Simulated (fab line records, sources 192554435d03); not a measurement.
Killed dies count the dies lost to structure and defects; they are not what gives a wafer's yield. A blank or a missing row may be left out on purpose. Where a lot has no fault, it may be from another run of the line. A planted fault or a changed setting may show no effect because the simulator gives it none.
Comparing a struck lot with a sound one    flow n5Finfet    16 out of 1938 route steps
Sound: these wafers, L821.2, L821.3, L821.6. Struck: wafers L831.2, L831.4, L831.5. At the end, the cause is stated.
Per side, at each step with rows, come the tool, then ch with its chambers, and then its first start. Under that, the readings that differ: sound wafers    struck wafers    difference of the means    sigmas: that difference in standard deviations of wafers without a fault.
alike: readings whose means differ by less than 2 such deviations, and words and numbers that are the same on both sides. not compared: withheld readings, readings that some wafer has no value for, bounds like >300 that may hide the same value, and numbers for which the record gives no deviation and whose values overlap.
The two part at a step that has a row with sigmas, a row that says differs or no value, or rows on one side only. Numbers that have no deviation but don't overlap get no sigmas and don't part them. A reading that every wafer of one side lacks parts them only if that side has two wafers or more.

first, 5 steps without rows for these wafers: N5_WELL_APT_SOFTBAKE_20 (time 60 s); N5_WELL_APT_EXPOSE_22 (exposes mask PWELL, defocus 0 nm, target cd 200 nm); N5_WELL_APT_PEB_23 (peb time 90 s); N5_WELL_APT_DEVELOP_24 (develop time 45 s); N5_WELL_APT_HARDBAKE_29 (time 120 s).
N5_WELL_APT_CD_MEAS_25 targets a cd of 200 nm.
  sound on cdSem-01 ch 0, day 2 15:06; struck on cdSem-02 ch 0, day 5 03:07
  alike: cdNm
N5_WELL_APT_OVL_MEAS_26:
  sound on overlay-02 ch 0, day 2 15:08; struck on overlay-01 ch 0, day 5 03:08
  alike: PWELL_OVL
N5_WELL_APT_INSPECT_27: inspects for defects (macro).
  struck on defectInspect-02, day 5 03:10; sound on defectInspect-02, day 2 15:09
  alike: rawDefectCount
N5_WELL_APT_DESCUM_30: chemistry O2, time 7.9 s.
  sound on rieDiel-04 ch 0,3, day 2 15:49; struck on rieDiel-06 ch 2,3, day 5 03:12
  alike: drypumpMotorCurrentA, o2FlowSccm, oesProductAu, rfVppV, showerheadPlenumPTorr, throttleValvePct
  not compared: rfHoursCounterH
then, 3 steps without rows for these wafers: N5_WELL_APT_IMPLANT_31; N5_WELL_APT_IMPLANT_32; N5_WELL_APT_STRIP_33 (strips in SPM, time 900 s).
N5_WELL_APT_RTA_34: time 10 s.
  sound on rtpAnneal-02 ch 0, day 2 16:52; struck on rtpAnneal-01 ch 0, day 5 03:59
reading              sound                 struck                difference  sigmas
lampPowerPct (%)     13.08 12.90 12.96     14.26 14.28 14.10     +1.23       +22
lamp_zone_1_pct (%)  13.03 12.94 13.05     14.18 14.23 14.29     +1.23       +37
lamp_zone_2_pct (%)  12.99 13.07 12.96     14.17 14.23 14.23     +1.20       +36
lamp_zone_3_pct (%)  12.99 12.97 12.94     14.25 14.19 14.23     +1.26       +37
lamp_zone_4_pct (%)  12.957 12.982 12.977  14.242 14.197 14.191  +1.238      +41
lamp_zone_5_pct (%)  12.971 13.028 12.975  14.252 14.172 14.245  +1.232      +42
lamp_zone_6_pct (%)  12.86 12.96 12.96     14.11 14.18 14.15     +1.22       +35
lamp_zone_7_pct (%)  13.385 13.407 13.447  14.691 14.703 14.711  +1.289      +46
  alike: wafer_temp_C_max
then, 1 step without rows for these wafers: N5_WELL_APT_OXIDE_STRIP_42 (strips SiO2 in dHF, time 45 s, target depth 12 nm).
-- the record jumps here: 8 days lie between the struck wafers' starts before and after (it left off in module WELL_APT and takes up again in module BEOL_M4, whose first step shown is number 1111 of the route) --
N5_BEOL_M4_RC_MEAS_101:
  sound on prober-01 ch 0, day 10 00:03; struck on prober-02 ch 0, day 13 10:04
  alike: DIBL_N, DIBL_P, IOFF_N, IOFF_P, ION_N, ION_P, SS_N, SS_P, VT_N, VT_P
-- record jumps: 4 days separate the struck wafers' starts on either side; left off in module BEOL_M4, taken up again in module PASSIVATION, whose first shown step is the route's number 1936 --
N5_PASSIVATION_PROBE_49:
  struck on prober-01, day 17 17:31; sound on prober-01, day 14 03:43
  alike: defectLimitedYield, killed_at_M0_to_M3, killed_at_M4_up, killedAtContacts, killedAtFrontEnd, killedAtOther, killedDies, killedOpen, killedShort, sort_bin_5_function, sort_bin_6_memory, sort_bin_8_speed, sortNPass, sortYieldPct

WHERE THEY PART
N5_WELL_APT_RTA_34 only, going by this record. Later steps at which nothing parts them and some readings are alike: N5_BEOL_M4_RC_MEAS_101, N5_PASSIVATION_PROBE_49.

WHY: what had been put in by the simulator
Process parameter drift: rtpAnneal-01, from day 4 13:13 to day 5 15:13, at N5_WELL_APT_RTA_34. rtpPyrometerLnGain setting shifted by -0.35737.
